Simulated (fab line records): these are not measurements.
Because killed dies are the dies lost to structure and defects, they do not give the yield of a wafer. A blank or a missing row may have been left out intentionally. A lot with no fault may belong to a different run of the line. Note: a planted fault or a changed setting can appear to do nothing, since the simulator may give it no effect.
Matching of chambers | flow nand-harc | rie-si-02 running NHARC_P_GATE_ETCH_32: 4 sister chambers
The step etches the open film in HBr/Cl2, target depth 150 nm, time 100.1 s. 4 wafers are shown with their chamber, then 7 later ones without.

== WAFERS PAIRED WITH THEIR CHAMBERS ==
wafer  | chamber | oes-product-au (a.u.)
L076.4 | 1       | 1.003
L083.2 | 0       | 1.001
L087.1 | 3       | 1.008
L087.3 | 2       | 0.986

== WAFERS WITHOUT THEIR CHAMBER ==
wafer  | oes-product-au (a.u.)
L087.5 | 0.986
L092.2 | 0.988
L092.5 | 0.991
L092.6 | 0.994
L093.4 | 0.987
L093.5 | 0.995
L093.6 | 0.992

== WHICH CHAMBER EACH WENT THROUGH ==
wafer  | from the rows above               | in truth
L087.5 | 2                                 | 2
L092.2 | 2                                 | 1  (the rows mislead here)
L092.5 | can't be placed: 2 or 0 or 1      | 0
L092.6 | can't be placed: 0 or 2 or 1 or 3 | 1
L093.4 | 2                                 | 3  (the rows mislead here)
L093.5 | can't be placed: 0 or 1 or 2 or 3 | 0
L093.6 | can't be placed: 2 or 0 or 1      | 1
Correct placement for 1 of the 7. From these rows, 4 cannot be placed; in 4 the true chamber is one of the candidates. Number placed wrongly: 2.
How it was worked out, from the rows above alone: a wafer's distance from a chamber is the root of the sum, over the readings, of the square of ((its reading less the chamber's mean) divided by the reading's scatter). The wafer belongs to the nearest chamber; if the next one is less than 2 further off, it can't be placed. Each chamber's mean is taken over the wafers shown for it. The scatter: with one shown wafer a chamber, the root of the mean of the squares of how far each hidden wafer lies from its nearest shown one.
